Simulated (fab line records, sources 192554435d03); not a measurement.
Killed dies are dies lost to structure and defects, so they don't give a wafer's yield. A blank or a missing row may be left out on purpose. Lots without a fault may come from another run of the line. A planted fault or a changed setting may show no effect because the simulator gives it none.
fab line records | flow n5_finfet
record lots=7 wafers=21
route steps=1938 shown BEOL_M5@1123 BEOL_M6@1219
start_h: hours from the record's first day to the start of the lot's first wafer shown | wait_h: hours since the lot's step before | " the same as in the row above | L1.1+2: a row that stands for several wafers | - no value, or no start given | * or withheld: withheld | < > ~ a bound
route shown NAME@n: a module of which the file shows steps, and the number in the route of the first | usual: mean/standard deviation of fault-free wafers | same: alike in all rows | chamber/n: place in a boat | sites: the reading at each site | _std_site: their standard deviation | _edge_site: outer sites' mean less inner sites' | radius_mm: how far each site lies from the wafer's centre | mask NAME#n: copy n | behind: the tool/chamber that last shaped the wafer | hold: why the lot was held/for how many hours/how that ended | device: the transistor (n, p or np) that didn't switch | end of line: the same wafers' tests at the end of the route | a step without rows: its recipe alone | killed: dies lost to structure and defects at the first sort, not the wafer's yield | map: a wafer's dies, x killed, . not, _ none there
set.NAME: the setting as run; set.NAME@STEP: as run at that earlier step | model.NAME: the simulator's own value behind a step, which no gauge read
lots whose settings were changed on purpose; a table a step, a row a wafer
## steps
# step N5_BEOL_M5_EXPOSE_08
# recipe mask_id=M5 na=0.33 source_shape=annular sigma_inner=0.4 sigma_outer=0.8 polarization=unpolarized target_cd_nm=28 dose_mj=35.75
# columns lot.wafer tool chamber start_h wait_h mask set.dose_mj
L074.3+6 euv_scanner-01 0 166.55 - M5#0 35.75
L074.5 " 0 " " M5#0 34.52
L077.1+4+5 euv_scanner-01 0 191.25 - M5#0 35.75
L087.1+2 euv_scanner-01 0 259.36 - M5#0 34.21
L087.6 " 0 " " M5#0 35.75
L086.1 euv_scanner-01 0 262.25 - M5#0 35.75
L086.3+6 " 0 " " M5#0 37.8
L091.3+4 euv_scanner-01 0 290.55 - M5#0 35.75
L091.6 " 0 " " M5#0 36.86
L093.1+4 euv_scanner-02 0 294.04 - M5#0 35.75
L093.2 " 0 " " M5#0 37.33
L094.2+4+6 euv_scanner-01 0 297.76 - M5#0 35.75
# step N5_BEOL_M5_PEB_09
# recipe peb_temp_c=100 peb_time_s=60 resist=CAR-EUV
# step N5_BEOL_M5_DEVELOP_10
# recipe develop_time_s=30 developer=TMAH resist=CAR-EUV rinse_liquid=surfactant_rinse dry=air_spin dev_temp_c=23
# step N5_BEOL_M5_CD_MEAS_11
# recipe target_cd_nm=27.74 landing_energy_ev=500 detector=se_inlens
# usual cd_nm=28.02/0.23
# columns lot.wafer tool chamber start_h wait_h set.dose_mj@BEOL_M5_EXPOSE_08 cd_nm
L074.3 cd_sem-03 0 166.66 - 35.75 28.12
L074.5 " 0 " " 34.52 27.36
L074.6 " 0 " " 35.75 27.71
L077.1 cd_sem-02 0 191.38 - 35.75 28.31
L077.4 " 0 " " 35.75 28.36
L077.5 " 0 " " 35.75 27.76
L087.1 cd_sem-03 0 259.48 - 34.21 27.00
L087.2 " 0 " " 34.21 26.99
L087.6 " 0 " " 35.75 28.02
L086.1 cd_sem-02 0 262.38 - 35.75 27.66
L086.3 " 0 " " 37.8 29.37
L086.6 " 0 " " 37.8 29.25
L091.3 cd_sem-02 0 290.67 - 35.75 27.95
L091.4 " 0 " " 35.75 27.89
L091.6 " 0 " " 36.86 28.79
L093.1 cd_sem-03 0 294.17 - 35.75 28.43
L093.2 " 0 " " 37.33 28.93
L093.4 " 0 " " 35.75 28.09
L094.2 cd_sem-02 0 297.88 - 35.75 28.15
L094.4 " 0 " " 35.75 28.28
L094.6 " 0 " " 35.75 27.89
# step N5_BEOL_M5_DESCUM_16
# recipe chemistry=O2 time_s=7 source_power_w=50 bias_power_w=20 pressure_mtorr=20 rf_frequency_hz=2.712e+07 temp_c=40 resist=CAR-EUV o2_flow_sccm=225
# columns lot.wafer tool chamber start_h wait_h set.dose_mj@BEOL_M5_EXPOSE_08 model.BEOL_M5.cd_nm
L074.3+6 rie_diel-05 0 166.78 0.0 35.75 28.2
L074.5 " 1 " " 34.52 27.4
L077.1+5 rie_diel-05 0,2 191.92 0.4 35.75 28.2
L077.4 " 2 " " 35.75 28.4
L087.1 rie_diel-03 0 259.61 0.0 34.21 27.2
L087.2 " 1 " " 34.21 27
L087.6 " 0 " " 35.75 28.2
L086.1 rie_diel-03 2 262.54 0.1 35.75 27.8
L086.3 " 3 " " 37.8 29.4
L086.6 " 1 " " 37.8 29.2
L091.3 rie_diel-05 3 290.79 0.0 35.75 28
L091.4 " 1 " " 35.75 27.8
L091.6 " 1 " " 36.86 28.6
L093.1+4 rie_diel-04 2 294.30 0.0 35.75 28
L093.2 " 3 " " 37.33 28.8
L094.2+4+6 rie_diel-03 0,2,0 298.00 0.0 35.75 28
# step N5_BEOL_M5_ETCH_72
# recipe chemistry=N2/H2 target=underlayer target_depth_a=65 mask_material=CAR-EUV time_s=5.2 ion_energy_ev=200 pressure_mtorr=30 source_w=840 bias_w=150 n2_flow_sccm=200 h2_flow_sccm=200 ends=cleared
# step N5_BEOL_M5_ETCH_61
# recipe chemistry=CF4 target=SiARC target_depth_a=156 mask_material=CAR-EUV time_s=26 ion_energy_ev=80 pressure_mtorr=40 source_w=545 bias_w=36 Ar_flow_sccm=100 cf4_flow_sccm=100 ends=cleared
# columns lot.wafer tool chamber start_h wait_h set.dose_mj@BEOL_M5_EXPOSE_08 model.BEOL_M5.cd_nm
L074.3 rie_diel-05 0 166.84 0.0 35.75 28.4
L074.5 " 1 " " 34.52 27.4
L074.6 " 0 " " 35.75 28.2
L077.1+4 rie_diel-05 0,2 191.97 0.0 35.75 28.4
L077.5 " 2 " " 35.75 28.2
L087.1 rie_diel-03 0 259.66 0.0 34.21 27
L087.2 " 1 " " 34.21 27.2
L087.6 " 0 " " 35.75 28.2
L086.1 rie_diel-03 2 262.59 0.0 35.75 28
L086.3 " 3 " " 37.8 29.4
L086.6 " 1 " " 37.8 29.2
L091.3 rie_diel-05 3 290.84 0.0 35.75 28
L091.4 " 1 " " 35.75 27.8
L091.6 " 1 " " 36.86 28.6
L093.1 rie_diel-04 2 294.35 0.0 35.75 28
L093.2 " 3 " " 37.33 28.8
L093.4 " 2 " " 35.75 27.8
L094.2+4+6 rie_diel-03 0,2,0 298.05 0.0 35.75 28
# step N5_BEOL_M5_ETCH_62
# recipe chemistry=N2/H2 target=SOC target_depth_a=750 overetch_a=150 mask_material=SiARC temp_c=40 time_s=112.5 ion_energy_ev=200 pressure_mtorr=30 source_w=840 bias_w=150 n2_flow_sccm=200 h2_flow_sccm=200
# step N5_BEOL_M5_STRIP_63
# recipe chemistry=N2/H2 temp_c=40 n2_flow_sccm=200 h2_flow_sccm=200 rf_frequency_hz=6e+07
# step N5_BEOL_M5_HM_OPEN_17
# recipe chemistry=Cl2/BCl3 target_depth_a=200 overetch_a=60 target=TiN mask_material=SOC ion_energy_ev=150 pressure_mtorr=10 icp_w=1000 bias_w=126 Cl2_flow_sccm=53.25 bcl3_flow_sccm=21.75 Ar_flow_sccm=25
# step N5_BEOL_M5_STRIP_19
# recipe chemistry=O2 power_w=400 temp_c=40 pressure_mtorr=30 rf_frequency_hz=6e+07 bias_power_w=0 overash_fraction=0.2 o2_flow_sccm=225
# step N5_BEOL_M5_CD_MEAS_18
# recipe pitch_nm=56 target_cd_nm=28
# usual cd_nm=28.0/0.31
# columns lot.wafer tool chamber start_h wait_h set.dose_mj@BEOL_M5_EXPOSE_08 cd_nm
L074.3 cd_sem-03 - 167.31 0.1 35.75 28.4
L074.5 " - " " 34.52 27.6
L074.6 " - " " 35.75 27.8
L077.1 cd_sem-01 - 192.54 0.0 35.75 28.3
L077.4 " - " " 35.75 28.0
L077.5 " - " " 35.75 28.0
L087.1 cd_sem-02 - 260.04 0.0 34.21 27.0
L087.2 " - " " 34.21 27.1
L087.6 " - " " 35.75 28.5
L086.1 cd_sem-02 - 262.96 0.0 35.75 28.0
L086.3 " - " " 37.8 29.1
L086.6 " - " " 37.8 28.8
L091.3 cd_sem-01 - 291.22 0.1 35.75 28.2
L091.4 " - " " 35.75 27.8
L091.6 " - " " 36.86 28.7
L093.1 cd_sem-03 - 294.73 0.0 35.75 28.1
L093.2 " - " " 37.33 29.1
L093.4 " - " " 35.75 28.0
L094.2 cd_sem-02 - 298.43 0.1 35.75 27.8
L094.4 " - " " 35.75 28.1
L094.6 " - " " 35.75 28.3
# step N5_BEOL_M5_COAT_65
# recipe resist=SOC temp_c=250 time_s=60 spin_rpm=1500 resist_thk_nm=60
# step N5_BEOL_M5_COAT_66
# recipe resist=SiARC temp_c=220 time_s=60 spin_rpm=1500 resist_thk_nm=12
# step N5_BEOL_M5_DESCUM_33
# recipe chemistry=O2 time_s=7 source_power_w=50 bias_power_w=20 pressure_mtorr=20 rf_frequency_hz=2.712e+07 temp_c=40 resist=CAR-EUV o2_flow_sccm=225
# step N5_BEOL_M5_ETCH_75
# recipe chemistry=N2/H2 target=underlayer target_depth_a=65 mask_material=CAR-EUV time_s=5.2 ion_energy_ev=200 pressure_mtorr=30 source_w=840 bias_w=150 n2_flow_sccm=200 h2_flow_sccm=200 ends=cleared
# step N5_BEOL_M5_ETCH_67
# recipe chemistry=CF4 target=SiARC target_depth_a=156 mask_material=CAR-EUV time_s=26 ion_energy_ev=80 pressure_mtorr=40 source_w=545 bias_w=36 Ar_flow_sccm=100 cf4_flow_sccm=100 ends=cleared
# columns lot.wafer tool chamber start_h wait_h set.dose_mj@BEOL_M5_EXPOSE_08 model.BEOL_M5.cd_nm
L074.3 rie_diel-03 1 168.22 0.0 35.75 28.8
L074.5 " 3 " " 34.52 27.8
L074.6 " 2 " " 35.75 28.2
L077.1 rie_diel-03 0 193.18 0.0 35.75 28.2
L077.4 " 2 " " 35.75 28.4
L077.5 " 0 " " 35.75 28
L087.1 rie_diel-04 2 260.53 0.0 34.21 27.2
L087.2 " 3 " " 34.21 27.4
L087.6 " 1 " " 35.75 28.6
L086.1 rie_diel-04 1 266.42 0.0 35.75 28
L086.3 " 0 " " 37.8 29.4
L086.6 " 2 " " 37.8 29.6
L091.3 rie_diel-04 1 293.56 0.0 35.75 28.4
L091.4 " 3 " " 35.75 28.2
L091.6 " 1 " " 36.86 28.6
L093.1 rie_diel-04 2 299.01 0.0 35.75 28.4
L093.2 " 1 " " 37.33 29
L093.4 " 2 " " 35.75 28.2
L094.2+4+6 rie_diel-04 2,1,2 299.80 0.0 35.75 28.2
# step N5_BEOL_M5_ETCH_68
# recipe chemistry=N2/H2 target=SOC target_depth_a=800 overetch_a=160 mask_material=SiARC temp_c=40 time_s=120 ion_energy_ev=200 pressure_mtorr=30 source_w=840 bias_w=150 n2_flow_sccm=200 h2_flow_sccm=200
# step N5_BEOL_M5_STRIP_69
# recipe chemistry=N2/H2 temp_c=40 n2_flow_sccm=200 h2_flow_sccm=200 rf_frequency_hz=6e+07
# step N5_BEOL_M5_STRIP_85
# recipe chemistry=C4F6/O2 resist=SiARC rf_frequency_hz=6e+07
# step N5_BEOL_M5_STRIP_36
# recipe chemistry=N2/H2 power_w=450 temp_c=40 pressure_mtorr=20 rf_frequency_hz=6e+07 overash_fraction=0.3 bias_power_w=7 h2_frac=0.5 n2_flow_sccm=200 h2_flow_sccm=200
# step N5_BEOL_M5_TRENCH_ETCH_37
# recipe chemistry=C4F6/O2 target_depth_a=716.52 target=SiCOH_lowk time_s=24.7 ion_energy_ev=250 pressure_mtorr=30 source_w=345 bias_w=185 Ar_flow_sccm=300 C4F6_flow_sccm=10 O2_flow_sccm=10
# columns lot.wafer tool chamber start_h wait_h set.dose_mj@BEOL_M5_EXPOSE_08 model.BEOL_M5.cd_nm
L074.3 rie_diel-03 1 - - 35.75 28.4
L074.5 " 3 " " 34.52 27.6
L074.6 " 2 " " 35.75 28.2
L077.1 rie_diel-03 0 - - 35.75 28.2
L077.4 " 2 " " 35.75 28.4
L077.5 " 0 " " 35.75 28
L087.1 rie_diel-04 2 - - 34.21 27.2
L087.2 " 3 " " 34.21 27.4
L087.6 " 1 " " 35.75 28.4
L086.1 rie_diel-04 1 - - 35.75 27.6
L086.3 " 0 " " 37.8 29.2
L086.6 " 2 " " 37.8 29.4
L091.3+4 rie_diel-04 1,3 - - 35.75 28
L091.6 " 1 " " 36.86 28.6
L093.1+4 rie_diel-04 2 - - 35.75 28
L093.2 " 1 " " 37.33 29
L094.2 rie_diel-04 2 - - 35.75 27.8
L094.4+6 " 1,2 " " 35.75 28
# step N5_BEOL_M5_ETCH_41
# recipe chemistry=CH3F/O2 target=SiCN target_depth_a=315 taper_deg=2 time_s=56.7 ion_energy_ev=120 mask_material=TiN pressure_mtorr=30 source_w=395 bias_w=75 Ar_flow_sccm=150 CH3F_flow_sccm=30 O2_flow_sccm=20
# step N5_BEOL_M5_STRIP_91
# recipe chemistry=N2/H2 time_s=10 power_w=450 temp_c=40 pressure_mtorr=20 rf_frequency_hz=6e+07 bias_power_w=7 n2_flow_sccm=200 h2_flow_sccm=200
# step N5_BEOL_M5_PRECLEAN_42
# recipe chemistry=residue_remover time_s=60 temp_c=40
# step N5_BEOL_M5_SRD_43
# recipe time_s=30 temp_c=23 rinse_liquid=diw dry=ipa_marangoni
# step N5_BEOL_M5_CD_MEAS_35
# recipe target_cd_nm=28 target_cd_y_nm=24 polarity=opening
# usual cd_nm=28.0/0.32
# columns lot.wafer tool chamber start_h wait_h set.dose_mj@BEOL_M5_EXPOSE_08 cd_nm
L074.3 cd_sem-02 - 168.74 0.0 35.75 28.6
L074.5 " - " " 34.52 27.6
L074.6 " - " " 35.75 28.4
L077.1 cd_sem-01 - 193.70 0.0 35.75 27.9
L077.4 " - " " 35.75 28.4
L077.5 " - " " 35.75 27.7
L087.1 cd_sem-03 - 261.05 0.0 34.21 27.2
L087.2 " - " " 34.21 27.6
L087.6 " - " " 35.75 28.5
L086.1 cd_sem-02 - 266.96 0.0 35.75 27.9
L086.3 " - " " 37.8 29.0
L086.6 " - " " 37.8 29.3
L091.3 cd_sem-03 - 294.09 0.0 35.75 28.2
L091.4 " - " " 35.75 28.0
L091.6 " - " " 36.86 28.9
L093.1 cd_sem-01 - 299.53 0.0 35.75 27.9
L093.2 " - " " 37.33 28.9
L093.4 " - " " 35.75 27.7
L094.2 cd_sem-01 - 300.32 0.0 35.75 27.4
L094.4 " - " " 35.75 28.1
L094.6 " - " " 35.75 28.4
# step N5_BEOL_M6_COAT_64
# recipe resist=SiARC temp_c=220 time_s=60 spin_rpm=1500 resist_thk_nm=12
# columns lot.wafer tool chamber start_h wait_h set.spin_rpm model.SiARC_of_BEOL_M6_COAT_64.thk_nm
L074.3+5+6 litho_track-01 0 - - 1500 12
L077.1+4+5 litho_track-04 0 - - 1500 12
L087.1 litho_track-01 0 - - 1547 11.8
L087.2+6 " 0 " " 1500 12
L086.1+6 litho_track-01 0 - - 1406 12.4
L086.3 " 0 " " 1500 12
L091.3 litho_track-04 0 - - 1617 11.6
L091.4+6 " 0 " " 1500 12
L093.1+2 litho_track-04 0 - - 1500 12
L093.4 " 0 " " 1550 11.8
L094.2 litho_track-04 0 - - 1500 12
L094.4+6 " 0 " " 1453 12.2
# step N5_BEOL_M6_COAT_22
# recipe resist=CAR-EUV spin_rpm=1500 resist_thk_nm=30
# columns lot.wafer tool chamber start_h wait_h set.spin_rpm model.CAR-EUV_of_BEOL_M6_COAT_22.thk_nm
L074.3+6 litho_track-01 0 - - 1500 30
L074.5 " 0 " " 1500 29.8
L077.1+4+5 litho_track-04 0 - - 1500 30
L087.1+6 litho_track-01 0 - - 1622 28.6
L087.2 " 0 " " 1500 30
L086.1+6 litho_track-01 0 - - 1500 30
L086.3 " 0 " " 1632 28.8
L091.3+4+6 litho_track-04 0 - - 1500 30
L093.1 litho_track-04 0 - - 1348 31.6
L093.2 " 0 " " 1500 30
L093.4 " 0 " " 1500 30.2
L094.2+4 litho_track-04 0 - - 1500 30.2
L094.6 " 0 " " 1500 30
# step N5_BEOL_M6_EBR_24
# recipe solvent=PGMEA ebr_width_mm=1.5
# step N5_BEOL_M6_SOFTBAKE_23
# recipe temp_c=110 time_s=60 resist=CAR-EUV
# step N5_BEOL_M6_DESCUM_33
# recipe chemistry=O2 time_s=7 source_power_w=50 bias_power_w=20 pressure_mtorr=20 rf_frequency_hz=2.712e+07 temp_c=40 resist=CAR-EUV o2_flow_sccm=225
# columns lot.wafer tool chamber start_h wait_h set.spin_rpm@BEOL_M6_COAT_22 model.CAR-EUV_of_BEOL_M6_COAT_22.thk_nm
L074.3 rie_diel-02 0 179.84 0.0 1500 26.2
L074.5+6 " 1,0 " " 1500 26
L077.1 rie_diel-06 2 206.32 0.0 1500 26
L077.4+5 " 3,2 " " 1500 26.2
L087.1 rie_diel-02 2 277.87 0.0 1622 24.8
L087.2 " 1 " " 1500 26
L087.6 " 0 " " 1622 24.6
L086.1+6 rie_diel-01 0,2 280.89 0.3 1500 26.2
L086.3 " 1 " " 1632 24.8
L091.3+6 rie_diel-02 0 305.31 0.0 1500 26
L091.4 " 1 " " 1500 26.2
L093.1 rie_diel-01 0 308.56 0.0 1348 27.8
L093.2+4 " 1 " " 1500 26.2
L094.2+4+6 rie_diel-01 1,2,3 310.15 0.0 1500 26.2
# step N5_BEOL_M6_ETCH_72
# recipe chemistry=N2/H2 target=underlayer target_depth_a=65 mask_material=CAR-EUV time_s=5.2 ion_energy_ev=200 pressure_mtorr=30 source_w=840 bias_w=150 n2_flow_sccm=200 h2_flow_sccm=200 ends=cleared
# step N5_BEOL_M6_ETCH_65
# recipe chemistry=CF4 target=SiARC target_depth_a=156 mask_material=CAR-EUV time_s=26 ion_energy_ev=80 pressure_mtorr=40 source_w=545 bias_w=36 Ar_flow_sccm=100 cf4_flow_sccm=100 ends=cleared
# usual etch_rf_on_time_s=25.72/0.3
# columns lot.wafer tool chamber start_h wait_h set.spin_rpm@BEOL_M6_COAT_64 etch_rf_on_time_s model.etch.depth_nm
L074.3 rie_diel-02 0 179.89 0.0 1500 25.48 12.01
L074.5 " 1 " " 1500 25.45 12.02
L074.6 " 0 " " 1500 25.41 12.01
L077.1 rie_diel-06 2 206.37 0.0 1500 25.37 11.99
L077.4 " 3 " " 1500 26.04 11.99
L077.5 " 2 " " 1500 25.40 12
L087.1 rie_diel-02 2 277.92 0.0 1547 25.18 11.78
L087.2 " 1 " " 1500 25.85 11.92
L087.6 " 0 " " 1500 25.77 11.96
L086.1 rie_diel-01 0 280.94 0.0 1406 26.26 12.35
L086.3 " 1 " " 1500 25.71 11.99
L086.6 " 2 " " 1406 26.67 12.39
L091.3 rie_diel-02 0 305.36 0.0 1617 24.46 11.57
L091.4 " 1 " " 1500 25.93 12.04
L091.6 " 0 " " 1500 25.69 12.02
L093.1 rie_diel-01 0 308.63 0.0 1500 25.39 11.97
L093.2 " 1 " " 1500 25.78 11.95
L093.4 " 1 " " 1550 25.24 11.8
L094.2 rie_diel-01 1 310.20 0.0 1500 25.66 11.97
L094.4 " 2 " " 1453 26.52 12.18
L094.6 " 3 " " 1453 26.37 12.22
# step N5_BEOL_M6_ETCH_66
# recipe chemistry=N2/H2 target=SOC target_depth_a=800 overetch_a=160 mask_material=SiARC temp_c=40 time_s=120 ion_energy_ev=200 pressure_mtorr=30 source_w=840 bias_w=150 n2_flow_sccm=200 h2_flow_sccm=200
# columns lot.wafer tool chamber start_h wait_h set.spin_rpm@BEOL_M6_COAT_64 model.SiARC_of_BEOL_M6_COAT_64.thk_nm
L074.3+6 rie_diel-02 0 179.92 0.0 1500 6.2
L074.5 " 1 " " 1500 6.4
L077.1+4 rie_diel-06 2,3 206.40 0.0 1500 6.4
L077.5 " 2 " " 1500 6.2
L087.1 rie_diel-02 2 277.95 0.0 1547 6
L087.2 " 1 " " 1500 6.4
L087.6 " 0 " " 1500 6.2
L086.1 rie_diel-01 0 280.97 0.0 1406 6.6
L086.3 " 1 " " 1500 6.2
L086.6 " 2 " " 1406 6.8
L091.3 rie_diel-02 0 305.39 0.0 1617 5.8
L091.4 " 1 " " 1500 6.6
L091.6 " 0 " " 1500 6.4
L093.1+2 rie_diel-01 0,1 308.68 0.0 1500 6.2
L093.4 " 1 " " 1550 6
L094.2 rie_diel-01 1 310.23 0.0 1500 6.4
L094.4+6 " 2,3 " " 1453 6.6
## key
split step=N5_BEOL_M5_EXPOSE_08 setting=dose_mj stated=35.75 by=wafer
response step=N5_BEOL_M5_CD_MEAS_11 reading=cd_nm change=+0.232 per=1% r=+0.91
response step=N5_BEOL_M5_DESCUM_16 reading=model.BEOL_M5.cd_nm change=+0.236 per=1% r=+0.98
response step=N5_BEOL_M5_ETCH_61 reading=model.BEOL_M5.cd_nm change=+0.232 per=1% r=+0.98
response step=N5_BEOL_M5_CD_MEAS_18 reading=cd_nm change=+0.216 per=1% r=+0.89
response step=N5_BEOL_M5_ETCH_67 reading=model.BEOL_M5.cd_nm change=+0.223 per=1% r=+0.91
response step=N5_BEOL_M5_TRENCH_ETCH_37 reading=model.BEOL_M5.cd_nm change=+0.251 per=1% r=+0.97
response step=N5_BEOL_M5_CD_MEAS_35 reading=cd_nm change=+0.242 per=1% r=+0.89
split step=N5_BEOL_M6_COAT_64 setting=spin_rpm stated=1500 by=wafer
response step=N5_BEOL_M6_COAT_64 reading=model.SiARC_of_BEOL_M6_COAT_64.thk_nm change=-0.0577 per=1% r=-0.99
response step=N5_BEOL_M6_ETCH_65 reading=etch_rf_on_time_s change=* per=1% r=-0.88
response step=N5_BEOL_M6_ETCH_65 reading=model.etch.depth_nm change=-0.0586 per=1% r=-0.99
response step=N5_BEOL_M6_ETCH_66 reading=model.SiARC_of_BEOL_M6_COAT_64.thk_nm change=-0.0827 per=1% r=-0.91
split step=N5_BEOL_M6_COAT_22 setting=spin_rpm stated=1500 by=wafer
response step=N5_BEOL_M6_COAT_22 reading=model.CAR-EUV_of_BEOL_M6_COAT_22.thk_nm change=-0.151 per=1% r=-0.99
response step=N5_BEOL_M6_DESCUM_33 reading=model.CAR-EUV_of_BEOL_M6_COAT_22.thk_nm change=-0.159 per=1% r=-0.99
